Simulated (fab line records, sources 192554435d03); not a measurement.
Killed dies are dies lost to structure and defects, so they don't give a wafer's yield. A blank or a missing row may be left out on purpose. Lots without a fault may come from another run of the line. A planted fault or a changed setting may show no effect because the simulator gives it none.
Which tool did it? | flow n5_finfet | 24 lots, 72 wafers sampled, at 4 steps of a route of 1938

WHAT THE GAUGES READ, wafer by wafer
N5_BEOL_M7_CD_MEAS_35: target cd 40 nm. Usual: cd_nm 39.9 nm, standard deviation 0.61.
lot  | measured     | on        | cd_nm (nm)     | flag
L075 | day 8 22:46  | cd_sem-02 | 38.7 40.1 38.7 |
L074 | day 9 03:28  | cd_sem-03 | 39.1 39.9 39.1 |
L076 | day 9 08:44  | cd_sem-02 | 39.3 39.7 40.3 |
L077 | day 9 15:08  | cd_sem-01 | 39.6 40.1 40.0 |
L078 | day 10 01:01 | cd_sem-01 | 39.6 39.4 39.4 |
L079 | day 10 02:12 | cd_sem-03 | 41.0 40.7 39.7 |
L081 | day 11 12:10 | cd_sem-01 | 40.5 40.1 40.9 |
L080 | day 11 12:28 | cd_sem-01 | 40.6 40.4 40.5 |
L082 | day 11 14:07 | cd_sem-03 | 40.4 40.0 39.8 |
L084 | day 11 21:21 | cd_sem-03 | 39.6 39.6 37.6 |
L085 | day 12 04:03 | cd_sem-03 | 40.9 41.3 40.0 |
L083 | day 12 04:40 | cd_sem-01 | 40.2 39.8 39.4 |
L086 | day 12 11:20 | cd_sem-01 | 39.0 40.1 40.5 |
L088 | day 12 14:27 | cd_sem-03 | 39.5 39.7 40.0 |
L087 | day 12 17:05 | cd_sem-02 | 39.6 39.6 40.6 |
L089 | day 12 19:10 | cd_sem-03 | 39.6 38.9 39.8 |
L091 | day 12 22:46 | cd_sem-01 | 39.8 39.9 39.8 |
L090 | day 13 01:44 | cd_sem-03 | 40.2 40.0 40.1 |
L092 | day 13 18:39 | cd_sem-02 | 40.6 39.9 40.2 |
L093 | day 14 02:55 | cd_sem-03 | 39.3 40.5 39.2 |
L094 | day 14 03:23 | cd_sem-03 | 38.9 39.8 39.9 |
L095 | day 15 02:53 | cd_sem-01 | 40.2 40.3 40.6 |
L096 | day 15 06:16 | cd_sem-02 | 39.9 39.8 41.5 |
L097 | day 15 10:14 | cd_sem-03 | 40.5 39.9 40.7 |

N5_BEOL_M7_RS_MEAS_57: measures by four-point-probe. Usual: M7_RS 0.290 ohm/sq, standard deviation 0.0065.
lot  | measured     | on            | M7_RS (ohm/sq)    | flag
L075 | day 9 02:22  | film_metro-02 | 0.288 0.294 0.291 |
L074 | day 9 06:11  | film_metro-01 | 0.287 0.295 0.295 |
L076 | day 9 12:20  | film_metro-01 | 0.294 0.290 0.285 |
L077 | day 9 18:16  | film_metro-02 | 0.286 0.304 0.292 |
L078 | day 10 05:23 | film_metro-01 | 0.289 0.285 0.289 |
L079 | day 10 06:38 | film_metro-02 | 0.281 0.293 0.292 |
L081 | day 11 16:08 | film_metro-02 | 0.299 0.291 0.291 |
L080 | day 11 14:59 | film_metro-02 | 0.293 0.298 0.287 |
L082 | day 11 18:48 | film_metro-02 | 0.284 0.287 0.283 |
L084 | day 12 04:48 | film_metro-01 | 0.291 0.301 0.281 |
L085 | day 12 09:20 | film_metro-01 | 0.289 0.286 0.291 |
L083 | day 12 09:37 | film_metro-01 | 0.285 0.289 0.282 |
L086 | day 12 13:45 | film_metro-02 | 0.291 0.294 0.299 |
L088 | day 12 18:02 | film_metro-01 | 0.296 0.295 0.287 |
L087 | day 12 19:43 | film_metro-01 | 0.290 0.287 0.293 |
L089 | day 12 22:39 | film_metro-02 | 0.300 0.286 0.282 |
L091 | day 13 02:22 | film_metro-02 | 0.282 0.294 0.292 |
L090 | day 13 05:49 | film_metro-02 | 0.296 0.284 0.294 |
L092 | day 13 21:16 | film_metro-01 | 0.287 0.287 0.291 |
L093 | day 14 05:03 | film_metro-01 | 0.283 0.288 0.274 |
L094 | day 14 06:55 | film_metro-02 | 0.282 0.274 0.281 |
L095 | day 15 05:53 | film_metro-02 | 0.285 0.284 0.282 |
L096 | day 15 10:37 | film_metro-01 | 0.296 0.287 0.291 |
L097 | day 15 14:09 | film_metro-02 | 0.284 0.279 0.282 |

WHICH TOOL RAN EACH LOT (tool, then ch and the chambers of the sampled wafers, then the start)
lot  | N5_BEOL_M7_PRE_CLEAN_45      | N5_BEOL_M7_ALD_77
L075 | pvd_sputter-02, day 8 23:23  | ald_metal-02 ch 1,2, day 8 23:41
L074 | pvd_sputter-01, day 9 04:13  | ald_metal-02 ch 1,2,3, day 9 04:16
L076 | pvd_sputter-03, day 9 10:29  | ald_metal-02 ch 2,3, day 9 10:38
L077 | pvd_sputter-01, day 9 15:57  | ald_metal-02 ch 1,2,3, day 9 16:01
L078 | pvd_sputter-03, day 10 02:07 | ald_metal-02 ch 1,3, day 10 02:11
L079 | pvd_sputter-03, day 10 03:23 | ald_metal-03 ch 1,3, day 10 03:26
L081 | pvd_sputter-01, day 11 13:06 | ald_metal-01 ch 0,3, day 11 13:11
L080 | pvd_sputter-01, day 11 13:11 | ald_metal-03 ch 2,3, day 11 13:16
L082 | pvd_sputter-02, day 11 14:56 | ald_metal-02 ch 1,2,3, day 11 15:01
L084 | pvd_sputter-02, day 11 23:22 | ald_metal-02 ch 1,3, day 11 23:27
L085 | pvd_sputter-03, day 12 04:40 | ald_metal-01 ch 0,1,3, day 12 04:44
L083 | pvd_sputter-03, day 12 05:05 | ald_metal-03 ch 1,2, day 12 05:10
L086 | pvd_sputter-01, day 12 12:02 | ald_metal-03 ch 1,2,3, day 12 12:06
L088 | pvd_sputter-03, day 12 14:51 | ald_metal-01 ch 1,2,3, day 12 14:59
L087 | pvd_sputter-03, day 12 17:30 | ald_metal-02 ch 1,2,3, day 12 17:34
L089 | pvd_sputter-01, day 12 20:44 | ald_metal-03 ch 0,2,3, day 12 20:48
L091 | pvd_sputter-03, day 13 00:06 | ald_metal-02 ch 2,3, day 13 00:10
L090 | pvd_sputter-03, day 13 04:15 | ald_metal-03 ch 0,1,3, day 13 04:20
L092 | pvd_sputter-03, day 13 19:23 | ald_metal-02 ch 1,3, day 13 19:27
L093 | pvd_sputter-02, day 14 03:20 | ald_metal-02 ch 1,2, day 14 03:23
L094 | pvd_sputter-01, day 14 05:02 | ald_metal-02 ch 2,3, day 14 05:06
L095 | pvd_sputter-03, day 15 03:36 | ald_metal-02 ch 1,3, day 15 03:43
L096 | pvd_sputter-01, day 15 07:11 | ald_metal-02 ch 1,2,3, day 15 07:15
L097 | pvd_sputter-02, day 15 12:25 | ald_metal-02 ch 1,2,3, day 15 12:29
- N5_BEOL_M7_PRE_CLEAN_45: time 30 s.
- N5_BEOL_M7_ALD_77: deposits TaN, target thk 2 nm, pulse time 2 s, purge time 3 s.

WHAT THE TOOLS THEMSELVES READ (means of the sampled wafers that have a number; where no wafer has one, the mark that the record gives instead)
N5_BEOL_M7_PRE_CLEAN_45. Usual: heater_power_w 323 W, standard deviation 22.
lot  | tool           | heater_power_w (W) | flag
L075 | pvd_sputter-02 | 326                |
L074 | pvd_sputter-01 | 301                |
L076 | pvd_sputter-03 | 347                |
L077 | pvd_sputter-01 | 295                |
L078 | pvd_sputter-03 | 331                |
L079 | pvd_sputter-03 | 324                |
L081 | pvd_sputter-01 | 291                |
L080 | pvd_sputter-01 | 323                |
L082 | pvd_sputter-02 | 318                |
L084 | pvd_sputter-02 | 330                |
L085 | pvd_sputter-03 | 333                |
L083 | pvd_sputter-03 | 343                |
L086 | pvd_sputter-01 | 307                |
L088 | pvd_sputter-03 | 331                |
L087 | pvd_sputter-03 | 341                |
L089 | pvd_sputter-01 | 288                |
L091 | pvd_sputter-03 | 330                |
L090 | pvd_sputter-03 | 326                |
L092 | pvd_sputter-03 | 340                |
L093 | pvd_sputter-02 | 331                |
L094 | pvd_sputter-01 | 284                |
L095 | pvd_sputter-03 | 331                |
L096 | pvd_sputter-01 | 289                |
L097 | pvd_sputter-02 | 332                |

N5_BEOL_M7_ALD_77. Usual: heater_power_outer_w 226 W, standard deviation 18; heater_power_w 414 W, standard deviation 35; precursor_vessel_temp_c 75.02 C, standard deviation 0.12.
lot  | tool         | heater_power_outer_w (W) | heater_power_w (W) | precursor_vessel_temp_c (C) | flag
L075 | ald_metal-02 | 231                      | 431                | 75.02                       |
L074 | ald_metal-02 | 219                      | 396                | 75.05                       |
L076 | ald_metal-02 | 213                      | 419                | 74.91                       |
L077 | ald_metal-02 | 222                      | 403                | 75.00                       |
L078 | ald_metal-02 | 209                      | 377                | 75.07                       |
L079 | ald_metal-03 | 242                      | 418                | 75.00                       |
L081 | ald_metal-01 | 244                      | 468                | 75.10                       |
L080 | ald_metal-03 | 249                      | 441                | 75.07                       |
L082 | ald_metal-02 | 215                      | 408                | 75.08                       |
L084 | ald_metal-02 | 224                      | 401                | 74.94                       |
L085 | ald_metal-01 | 235                      | 440                | 74.93                       |
L083 | ald_metal-03 | 247                      | 411                | 75.01                       |
L086 | ald_metal-03 | 244                      | 429                | 74.99                       |
L088 | ald_metal-01 | 227                      | 417                | 75.01                       |
L087 | ald_metal-02 | 220                      | 403                | 75.01                       |
L089 | ald_metal-03 | 236                      | 422                | 75.04                       |
L091 | ald_metal-02 | 212                      | 416                | 75.01                       |
L090 | ald_metal-03 | 229                      | 411                | 75.06                       |
L092 | ald_metal-02 | 211                      | 390                | 74.97                       |
L093 | ald_metal-02 | 228                      | 441                | 75.11                       |
L094 | ald_metal-02 | 215                      | 410                | 75.04                       |
L095 | ald_metal-02 | 227                      | 395                | 75.19                       |
L096 | ald_metal-02 | 218                      | 410                | 74.93                       |
L097 | ald_metal-02 | 219                      | 406                | 75.04                       |

THE ANSWER, worked out from the rows above alone
Rule: a lot is off if the mean of its wafers that have a number lies more than 3 standard deviations from the usual mean. A lot without any number at a reading at which 4 lots or more have one is off too. The other lots that the step has rows for count as sound. The gauges are gone through in route order, then the tools' own readings, and for those a lot's mean is taken as printed above. The first step at which some lot is off is used, and at that step the reading that is off furthest; a lot without a number counts as furthest.
No lot is off at any reading shown: from this, nothing can be told.

WHAT THE SIMULATOR HAD PUT IN
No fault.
